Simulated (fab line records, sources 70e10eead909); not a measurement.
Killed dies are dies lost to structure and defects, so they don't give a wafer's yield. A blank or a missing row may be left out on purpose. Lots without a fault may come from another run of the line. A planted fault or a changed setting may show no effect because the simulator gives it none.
Which tool did it? | flow nand_harc | 24 lots, 72 wafers sampled, at 6 steps of a route of 1302

WHAT THE GAUGES READ, wafer by wafer
NHARC_A_CHANNEL_HOLE_D1_CD_MEAS_18.
lot  | measured     | on        | cd_nm (nm)
L074 | day 8 10:37  | cd_sem-03 | 100.5 102.5 101.5
L075 | day 9 02:19  | cd_sem-02 | 97.3 99.7 98.9
L076 | day 9 12:35  | cd_sem-01 | 99.8 101.0 99.2
L077 | day 9 17:34  | cd_sem-02 | 100.2 100.3 99.1
L078 | day 10 04:39 | cd_sem-03 | 98.3 99.0 98.8
L079 | day 11 01:59 | cd_sem-02 | 97.7 99.6 99.0
L080 | day 11 02:56 | cd_sem-01 | 96.8 95.4 97.2
L081 | day 11 12:04 | cd_sem-02 | 102.2 97.9 100.1
L082 | day 12 03:34 | cd_sem-02 | 96.9 96.3 100.0
L083 | day 12 12:53 | cd_sem-01 | 101.6 100.8 95.2
L085 | day 13 00:51 | cd_sem-03 | 100.0 102.0 102.4
L084 | day 13 00:42 | cd_sem-01 | 99.4 95.2 96.9
L086 | day 13 16:43 | cd_sem-01 | 99.5 99.2 100.3
L087 | day 13 15:58 | cd_sem-01 | 104.3 99.0 102.3
L088 | day 14 14:14 | cd_sem-02 | 97.8 103.3 101.3
L089 | day 14 18:53 | cd_sem-03 | 101.1 98.2 99.6
L090 | day 15 07:27 | cd_sem-02 | 96.7 98.1 98.0
L091 | day 15 21:22 | cd_sem-01 | 100.7 95.8 98.4
L092 | day 15 23:49 | cd_sem-01 | 97.6 97.7 100.6
L093 | day 16 12:14 | cd_sem-02 | 99.9 101.1 94.2
L095 | day 17 06:29 | cd_sem-01 | 97.4 98.5 98.7
L094 | day 17 08:29 | cd_sem-01 | 99.9 98.2 100.6
L096 | day 17 20:11 | cd_sem-01 | 97.6 96.8 95.5
L097 | day 18 10:23 | cd_sem-02 | 99.5 98.8 100.3

NHARC_A_ONON_D2_THK_MEAS_02: measures by ellipsometry.
lot  | measured     | on            | thk_nm (nm)
L074 | day 12 10:37 | film_metro-01 | 1008 1010 1010
L075 | day 12 22:25 | film_metro-01 | 999 1001 1001
L076 | day 13 07:07 | film_metro-02 | 1003 1002 1003
L077 | day 13 15:04 | film_metro-01 | 992 994 996
L078 | day 14 05:32 | film_metro-02 | 1005 1005 1005
L079 | day 15 00:55 | film_metro-02 | 1012 1012 1010
L080 | day 15 01:04 | film_metro-01 | 998 999 997
L081 | day 15 12:38 | film_metro-01 | 995 995 996
L082 | day 15 20:49 | film_metro-02 | 996 995 997
L083 | day 16 04:38 | film_metro-02 | 1018 1019 1019
L085 | day 16 21:23 | film_metro-01 | 993 992 995
L084 | day 16 21:23 | film_metro-01 | 995 996 997
L086 | day 17 12:04 | film_metro-01 | 995 996 996
L087 | day 17 12:00 | film_metro-01 | 995 997 996
L088 | day 18 14:53 | film_metro-02 | 1002 1002 1003
L089 | day 19 05:59 | film_metro-01 | 1012 1011 1013
L090 | day 19 05:59 | film_metro-02 | 1009 1009 1007
L091 | day 19 23:05 | film_metro-02 | 998 998 998
L092 | day 19 23:38 | film_metro-02 | 1028 1028 1028
L093 | day 20 09:35 | film_metro-01 | 1001 997 999
L095 | day 21 08:27 | film_metro-02 | 994 995 995
L094 | day 21 08:26 | film_metro-02 | 1010 1013 1013
L096 | day 22 00:15 | film_metro-01 | 1001 1005 1002
L097 | day 22 15:01 | film_metro-01 | 1010 1010 1009

WHICH TOOL RAN EACH LOT (tool, then ch and the chambers of the sampled wafers, then the start)
lot  | NHARC_P_M2_ANNEAL_31             | NHARC_P_BONDPAD_DESCUM_11          | NHARC_A_CHANNEL_HOLE_D1_ETCH_44    | NHARC_A_DECK1_JOINT_DEP_16
L074 | rtp_anneal-02 ch 0, day 6 09:04  | rie_diel-12 ch 0,2, day 6 11:59    | rie_diel-04 ch 1,2, day 8 19:34    | pecvd-02 ch 0,2, day 12 09:44
L075 | rtp_anneal-02 ch 0, day 6 22:27  | rie_diel-12 ch 0,1, day 7 01:05    | rie_diel-10 ch 0,1,3, day 9 07:27  | pecvd-03 ch 1,2, day 12 21:33
L076 | rtp_anneal-02 ch 0, day 7 09:18  | rie_diel-05 ch 0,1,2, day 7 12:09  | rie_diel-04 ch 0,2,3, day 9 17:23  | pecvd-01 ch 1,2, day 13 06:13
L077 | rtp_anneal-02 ch 0, day 7 17:55  | rie_diel-08 ch 0,1,3, day 7 20:43  | rie_diel-04 ch 0,3, day 9 22:23    | pecvd-01 ch 0,2, day 13 14:14
L078 | rtp_anneal-02 ch 0, day 8 07:13  | rie_diel-08 ch 0,2, day 8 09:59    | rie_diel-10 ch 0,1,3, day 10 09:28 | pecvd-02 ch 0,1,2, day 14 04:35
L079 | rtp_anneal-01 ch 0, day 8 20:23  | rie_diel-12 ch 0,3, day 8 23:09    | rie_diel-04 ch 0,1,2, day 11 10:04 | pecvd-01 ch 0,1,2, day 15 00:03
L080 | rtp_anneal-01 ch 0, day 9 00:52  | rie_diel-05 ch 2,3, day 9 03:33    | rie_diel-04 ch 0,1, day 11 10:05   | pecvd-02 ch 0,1,2, day 15 00:14
L081 | rtp_anneal-02 ch 0, day 9 10:38  | rie_diel-12 ch 2,3, day 9 13:29    | rie_diel-10 ch 2,3, day 11 16:52   | pecvd-02 ch 0,1, day 15 11:44
L082 | rtp_anneal-02 ch 0, day 10 02:14 | rie_diel-12 ch 1,2,3, day 10 05:07 | rie_diel-13 ch 0,1, day 12 08:20   | pecvd-03 ch 0,1, day 15 19:58
L083 | rtp_anneal-02 ch 0, day 10 12:29 | rie_diel-12 ch 0,1,3, day 10 15:17 | rie_diel-04 ch 0,2,3, day 12 17:58 | pecvd-02 ch 0,2, day 16 03:47
L085 | rtp_anneal-02 ch 0, day 11 02:06 | rie_diel-05 ch 1,3, day 11 04:47   | rie_diel-10 ch 0,1,2, day 13 07:38 | pecvd-03 ch 0,1,2, day 16 20:31
L084 | rtp_anneal-01 ch 0, day 11 04:46 | rie_diel-08 ch 2,3, day 11 07:17   | rie_diel-10 ch 0,2,3, day 13 05:36 | pecvd-01 ch 0,1,2, day 16 20:35
L086 | rtp_anneal-02 ch 0, day 11 13:20 | rie_diel-08 ch 1,3, day 11 16:06   | rie_diel-13 ch 2,3, day 13 21:33   | pecvd-02 ch 0,2, day 17 11:05
L087 | rtp_anneal-02 ch 0, day 11 20:25 | rie_diel-08 ch 0,1, day 11 23:22   | rie_diel-10 ch 1,2, day 13 20:46   | pecvd-01 ch 1,2, day 17 11:06
L088 | rtp_anneal-02 ch 0, day 12 12:51 | rie_diel-12 ch 0,1,2, day 12 15:25 | rie_diel-10 ch 0,1,3, day 14 21:13 | pecvd-03 ch 0,1,2, day 18 14:02
L089 | rtp_anneal-02 ch 0, day 12 18:37 | rie_diel-12 ch 1,2, day 12 21:25   | rie_diel-10 ch 0,1,2, day 15 01:20 | pecvd-02 ch 0,1,2, day 19 05:05
L090 | rtp_anneal-02 ch 0, day 13 06:33 | rie_diel-12 ch 1,2,3, day 13 09:15 | rie_diel-10 ch 0,1,3, day 15 12:16 | pecvd-03 ch 1,2, day 19 05:05
L091 | rtp_anneal-02 ch 0, day 13 17:53 | rie_diel-08 ch 0,2,3, day 13 20:40 | rie_diel-10 ch 1,2, day 16 02:09   | pecvd-01 ch 0,2, day 19 22:05
L092 | rtp_anneal-01 ch 0, day 13 22:52 | rie_diel-12 ch 0,1, day 14 01:32   | rie_diel-10 ch 1,3, day 16 10:28   | pecvd-02 ch 1,2, day 19 22:38
L093 | rtp_anneal-01 ch 0, day 14 09:37 | rie_diel-12 ch 0,1,2, day 14 12:16 | rie_diel-04 ch 0,1,3, day 16 17:01 | pecvd-03 ch 1,2, day 20 08:43
L095 | rtp_anneal-02 ch 0, day 15 04:29 | rie_diel-05 ch 0,1,3, day 15 07:10 | rie_diel-13 ch 0,2,3, day 17 15:02 | pecvd-01 ch 0,1,2, day 21 07:33
L094 | rtp_anneal-02 ch 0, day 15 07:40 | rie_diel-05 ch 0,2,3, day 15 10:30 | rie_diel-10 ch 1,2, day 17 15:16   | pecvd-03 ch 0,1, day 21 07:35
L096 | rtp_anneal-02 ch 0, day 15 19:02 | rie_diel-05 ch 0,1,2, day 15 21:50 | rie_diel-04 ch 0,2,3, day 18 00:59 | pecvd-02 ch 0,2, day 21 23:23
L097 | rtp_anneal-02 ch 0, day 16 10:32 | rie_diel-12 ch 2,3, day 16 13:17   | rie_diel-13 ch 0,2,3, day 18 17:25 | pecvd-03 ch 0,1, day 22 14:08
- NHARC_P_M2_ANNEAL_31: time 90 s.
- NHARC_P_BONDPAD_DESCUM_11: chemistry O2, time 3 s.
- NHARC_A_CHANNEL_HOLE_D1_ETCH_44: etches the open film in CF4/O2, target depth 140 nm, overetch 14 nm, time 77 s.
- NHARC_A_DECK1_JOINT_DEP_16: deposits SiO2, target thk 45 nm.

WHAT THE TOOLS THEMSELVES READ (means of the sampled wafers that have a number; where no wafer has one, the mark that the record gives instead)
NHARC_P_M2_ANNEAL_31.
lot  | tool          | wafer_temp_C_max
L074 | rtp_anneal-02 | 226.5
L075 | rtp_anneal-02 | 226.7
L076 | rtp_anneal-02 | 226.4
L077 | rtp_anneal-02 | 226.2
L078 | rtp_anneal-02 | 226.3
L079 | rtp_anneal-01 | 225.9
L080 | rtp_anneal-01 | 225.7
L081 | rtp_anneal-02 | 226.4
L082 | rtp_anneal-02 | 226.3
L083 | rtp_anneal-02 | 226.6
L085 | rtp_anneal-02 | 226.2
L084 | rtp_anneal-01 | 226.0
L086 | rtp_anneal-02 | 226.4
L087 | rtp_anneal-02 | 226.2
L088 | rtp_anneal-02 | 226.5
L089 | rtp_anneal-02 | 226.4
L090 | rtp_anneal-02 | 226.5
L091 | rtp_anneal-02 | 226.4
L092 | rtp_anneal-01 | 226.5
L093 | rtp_anneal-01 | 225.8
L095 | rtp_anneal-02 | 226.5
L094 | rtp_anneal-02 | 226.4
L096 | rtp_anneal-02 | 226.4
L097 | rtp_anneal-02 | 226.3

NHARC_P_BONDPAD_DESCUM_11.
lot  | tool        | drypump_motor_current_A (A) | oes_product_au (a.u.) | rf_vpp_V (V) | showerhead_plenum_p_Torr (Torr) | throttle_valve_pct (%)
L074 | rie_diel-12 | 5.1                         | 0.986                 | 58.2         | 1.97                            | 11.307
L075 | rie_diel-12 | 5.5                         | 0.986                 | 58.1         | 1.96                            | 11.312
L076 | rie_diel-05 | 6.1                         | 1.000                 | 57.8         | 1.94                            | 11.307
L077 | rie_diel-08 | 5.5                         | 1.007                 | 57.8         | 1.89                            | 11.313
L078 | rie_diel-08 | 5.4                         | 1.002                 | 57.2         | 1.85                            | 11.315
L079 | rie_diel-12 | 5.2                         | 1.005                 | 58.0         | 1.97                            | 11.311
L080 | rie_diel-05 | 5.5                         | 1.003                 | 58.3         | 2.06                            | 11.316
L081 | rie_diel-12 | 5.0                         | 0.994                 | 57.7         | 1.96                            | 11.306
L082 | rie_diel-12 | 5.3                         | 0.995                 | 58.1         | 1.95                            | 11.313
L083 | rie_diel-12 | 5.5                         | 0.993                 | 57.9         | 1.96                            | 11.310
L085 | rie_diel-05 | 5.6                         | 1.011                 | 58.3         | 2.02                            | 11.313
L084 | rie_diel-08 | 5.6                         | 1.001                 | 58.8         | 2.00                            | 11.319
L086 | rie_diel-08 | 5.7                         | 1.004                 | 58.3         | 1.97                            | 11.311
L087 | rie_diel-08 | 5.4                         | 1.015                 | 56.7         | 1.81                            | 11.320
L088 | rie_diel-12 | 5.4                         | 0.993                 | 57.8         | 1.95                            | 11.311
L089 | rie_diel-12 | 5.6                         | 0.998                 | 57.2         | 1.93                            | 11.315
L090 | rie_diel-12 | 5.3                         | 1.003                 | 58.0         | 1.95                            | 11.312
L091 | rie_diel-08 | 5.6                         | 1.009                 | 57.8         | 1.93                            | 11.304
L092 | rie_diel-12 | 5.5                         | 0.985                 | 58.0         | 1.95                            | 11.304
L093 | rie_diel-12 | 5.4                         | 0.991                 | 57.8         | 1.95                            | 11.307
L095 | rie_diel-05 | 5.9                         | 1.009                 | 58.1         | 1.94                            | 11.311
L094 | rie_diel-05 | 5.8                         | 1.008                 | 58.1         | 1.98                            | 11.305
L096 | rie_diel-05 | 6.0                         | 0.999                 | 57.5         | 1.94                            | 11.319
L097 | rie_diel-12 | 5.0                         | 1.012                 | 58.4         | 1.96                            | 11.304

NHARC_A_CHANNEL_HOLE_D1_ETCH_44.
lot  | tool        | drypump_motor_current_A (A) | oes_product_au (a.u.) | rf_vpp_V (V) | showerhead_plenum_p_Torr (Torr) | throttle_valve_pct (%)
L074 | rie_diel-04 | 5.2                         | 0.987                 | 197.4        | 1.30                            | 13.396
L075 | rie_diel-10 | 5.9                         | 0.995                 | 197.0        | 1.32                            | 13.402
L076 | rie_diel-04 | 5.6                         | 0.984                 | 196.3        | 1.29                            | 13.406
L077 | rie_diel-04 | 5.9                         | 0.994                 | 197.6        | 1.33                            | 13.397
L078 | rie_diel-10 | 5.9                         | 0.990                 | 197.5        | 1.32                            | 13.399
L079 | rie_diel-04 | 5.5                         | 0.996                 | 196.9        | 1.33                            | 13.401
L080 | rie_diel-04 | 5.4                         | 0.996                 | 198.0        | 1.38                            | 13.402
L081 | rie_diel-10 | 5.5                         | 1.003                 | 198.7        | 1.39                            | 13.401
L082 | rie_diel-13 | 5.4                         | 0.999                 | 198.8        | 1.41                            | 13.400
L083 | rie_diel-04 | 5.6                         | 0.998                 | 196.8        | 1.29                            | 13.392
L085 | rie_diel-10 | 6.0                         | 0.990                 | 197.9        | 1.32                            | 13.405
L084 | rie_diel-10 | 5.8                         | 0.997                 | 199.1        | 1.37                            | 13.397
L086 | rie_diel-13 | 5.9                         | 1.005                 | 198.2        | 1.34                            | 13.401
L087 | rie_diel-10 | 5.7                         | 0.998                 | 198.5        | 1.33                            | 13.392
L088 | rie_diel-10 | 5.9                         | 0.990                 | 197.7        | 1.32                            | 13.401
L089 | rie_diel-10 | 6.0                         | 0.996                 | 198.1        | 1.31                            | 13.396
L090 | rie_diel-10 | 5.9                         | 0.997                 | 197.9        | 1.32                            | 13.391
L091 | rie_diel-10 | 5.7                         | 0.994                 | 196.2        | 1.33                            | 13.398
L092 | rie_diel-10 | 5.7                         | 0.999                 | 195.9        | 1.29                            | 13.405
L093 | rie_diel-04 | 5.5                         | 1.001                 | 198.0        | 1.33                            | 13.396
L095 | rie_diel-13 | 6.0                         | 1.002                 | 197.9        | 1.32                            | 13.390
L094 | rie_diel-10 | 5.7                         | 1.002                 | 197.4        | 1.33                            | 13.398
L096 | rie_diel-04 | 5.6                         | 0.980                 | 196.3        | 1.28                            | 13.398
L097 | rie_diel-13 | 6.0                         | 1.004                 | 197.5        | 1.32                            | 13.394

NHARC_A_DECK1_JOINT_DEP_16.
lot  | tool     | heater_power_w (W) | throttle_valve_pct (%)
L074 | pecvd-02 | 655                | 16.0
L075 | pecvd-03 | 580                | 16.0
L076 | pecvd-01 | 448                | 15.4
L077 | pecvd-01 | 544                | 15.0
L078 | pecvd-02 | 594                | 16.0
L079 | pecvd-01 | 495                | 15.1
L080 | pecvd-02 | 518                | 16.2
L081 | pecvd-02 | 569                | 15.9
L082 | pecvd-03 | 544                | 16.4
L083 | pecvd-02 | 593                | 16.4
L085 | pecvd-03 | 643                | 16.0
L084 | pecvd-01 | 539                | 15.3
L086 | pecvd-02 | 601                | 16.4
L087 | pecvd-01 | 551                | 15.6
L088 | pecvd-03 | 570                | 16.2
L089 | pecvd-02 | 523                | 15.8
L090 | pecvd-03 | 674                | 16.4
L091 | pecvd-01 | 528                | 15.5
L092 | pecvd-02 | 483                | 15.9
L093 | pecvd-03 | 635                | 16.3
L095 | pecvd-01 | 500                | 15.8
L094 | pecvd-03 | 581                | 16.1
L096 | pecvd-02 | 578                | 16.4
L097 | pecvd-03 | 583                | 16.1

THE ANSWER, worked out from the rows above alone
Rule: what is usual is taken from the lots themselves. Put in order of their means at a reading, lots are off if they are a third of the lots or fewer, leave a main group of 4 or more, and stand apart from it by a gap of 3 or more times the standard deviation of the main group's means; of several such gaps the widest counts. A main group whose means are all the same, to the digits that the tables above print for the reading, isn't used. A lot without any number at a reading at which 4 lots or more have one is off too. The other lots that the step has rows for count as sound. The gauges are gone through in route order, then the tools' own readings, and for those a lot's mean is taken as printed above. The first step at which some lot is off is used, and at that step the reading that is off furthest; a lot without a number counts as furthest.
No lot is off at any reading shown: from this, nothing can be told.

WHAT THE SIMULATOR HAD PUT IN
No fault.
